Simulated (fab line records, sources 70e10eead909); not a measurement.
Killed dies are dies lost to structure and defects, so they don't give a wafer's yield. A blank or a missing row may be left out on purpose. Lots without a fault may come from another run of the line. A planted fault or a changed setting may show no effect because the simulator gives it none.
A struck lot beside a sound one | flow nand_harc | 21 steps out of a route of 1302
Sound: wafers L618.2, L618.3, L618.5. Struck: wafers L627.3, L627.4, L627.5. The cause comes at the end.
At each step with rows: each side's tool, then ch and its chambers, then its first start. Under that, the readings that differ: sound wafers | struck wafers | difference of the means | sigmas: that difference in standard deviations of wafers without a fault.
alike: readings whose means differ by less than 2 such deviations, and words and numbers that are the same on both sides. not compared: withheld readings, readings that some wafer has no value for, bounds like >300 that may hide the same value, and numbers for which the record gives no deviation and whose values overlap.
The two part at a step that has a row with sigmas, a row that says differs or no value, or rows on one side only. Numbers that don't overlap but have no deviation are shown without sigmas and don't part them. A reading that every wafer of one side lacks parts them only if that side has two wafers or more.

NHARC_A_BLC_CVD_24: deposits W, target thk 150 nm, time 434 s.
  sound on cvd_w-02 ch 1; struck on cvd_w-02 ch 0,1
  alike: heater_power_w, throttle_valve_pct
NHARC_A_BLC_CMP_25: polishes, t overpolish 30 s, target thk 150 nm.
  sound on cmp-03 ch 0,2,3, day 24 09:34; struck on cmp-02 ch 1,2,3, day 28 04:29
  alike: motor_current_A, overpolish_run_s, time_to_endpoint_s
then, 1 step without rows for these wafers: NHARC_A_BLC_SRD_27.
NHARC_A_BLC_INSPECT_28:
  sound on defect_inspect-02, day 24 09:57; struck on defect_inspect-01, day 28 04:50
  alike: raw_defect_count
then, 7 steps without rows for these wafers: NHARC_A_M0_DEP_00 (deposits SiOC, target thk 150 nm); NHARC_A_M0_DEHYDRATE_01 (time 120 s); NHARC_A_M0_HMDS_02 (time 30 s); NHARC_A_M0_COAT_33 (time 65 s); NHARC_A_M0_COAT_03 (resist thk 90 nm); NHARC_A_M0_SOFTBAKE_04 (time 55 s); NHARC_A_M0_EBR_05.
NHARC_A_M0_EXPOSE_06: exposes mask A M0, target cd 80 nm.
  sound on arfi_scanner-01 ch 0, day 24 10:43; struck on arfi_scanner-01 ch 0, day 28 05:36
  reading              | sound             | struck            | difference | sigmas
  exposure_dose_mJ_cm2 | 83.23 83.20 83.30 | 52.39 52.55 52.39 | -30.80     | -99 or more
  alike: mask
then, 2 steps without rows for these wafers: NHARC_A_M0_PEB_07 (peb time 65 s); NHARC_A_M0_DEVELOP_08 (develop time 35 s).
NHARC_A_M0_CD_MEAS_09: target cd 80 nm.
  sound on cd_sem-03 ch 0, day 24 10:51; struck on cd_sem-01 ch 0, day 28 05:44
  reading    | sound          | struck         | difference | sigmas
  cd_nm (nm) | 80.6 80.5 80.5 | 49.8 50.0 49.8 | -30.7      | -52
NHARC_A_M0_OVL_MEAS_10: pitch 160 nm.
  sound on overlay-01, day 24 10:56; struck on overlay-01, day 28 05:49
  reading           | sound       | struck       | difference | sigmas
  overlay_y_nm (nm) | 2.0 1.5 1.7 | 0.0 0.0 -0.3 | -1.8       | -2
  alike: overlay_x_nm
NHARC_A_M0_INSPECT_11:
  sound on defect_inspect-01, day 24 10:58; struck on defect_inspect-02, day 28 05:52
  alike: raw_defect_count
NHARC_A_M0_DESCUM_14: chemistry O2, time 3 s.
  sound on rie_diel-11 ch 1,3, day 24 11:02; struck on rie_diel-10 ch 0,2,3, day 28 05:56
  reading               | sound             | struck      | difference | sigmas
  model.A_M0.cd_nm (nm) | 80.71 80.45 80.83 | 50 50 49.93 | -31        |
  alike: drypump_motor_current_A, oes_product_au, rf_vpp_V, showerhead_plenum_p_Torr, throttle_valve_pct
  not compared: rf_hours_counter_h
NHARC_A_M0_ETCH_34: etches the open film in N2/H2, target depth 40 nm, overetch 12 nm, time 43.94 s.
  sound on rie_diel-11 ch 0,2, day 24 11:07; struck on rie_diel-10 ch 0,3, day 28 06:31
  alike: drypump_motor_current_A, oes_product_au, rf_vpp_V, showerhead_plenum_p_Torr, throttle_valve_pct
  not compared: rf_hours_counter_h
NHARC_A_M0_ETCH_15: etches the open film in C4F8/Ar, target depth 150 nm, overetch 15 nm, time 82.5 s.
  sound on rie_diel-11 ch 0,1,2; struck on rie_diel-10 ch 0,3
  reading               | sound             | struck            | difference | sigmas
  model.A_M0.cd_nm (nm) | 80.57 80.24 81.14 | 50.17 49.85 50.22 | -30.57     |
  alike: oes_product_au, rf_vpp_V
  not compared: rf_hours_counter_h
NHARC_A_M0_CD_MEAS_16:
  sound on cd_sem-03, day 24 11:20; struck on cd_sem-01, day 28 06:45
  reading    | sound          | struck         | difference | sigmas
  cd_nm (nm) | 80.5 80.3 81.4 | 50.1 49.7 50.1 | -30.8      | -50

WHERE THEY PART
First at NHARC_A_M0_EXPOSE_06; last, within this record, at NHARC_A_M0_CD_MEAS_16.

WHY: what the simulator had put in
Process parameter drift: arfi_scanner-01, from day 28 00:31 on, at NHARC_A_M0_EXPOSE_06. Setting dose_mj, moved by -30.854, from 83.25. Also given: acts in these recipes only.
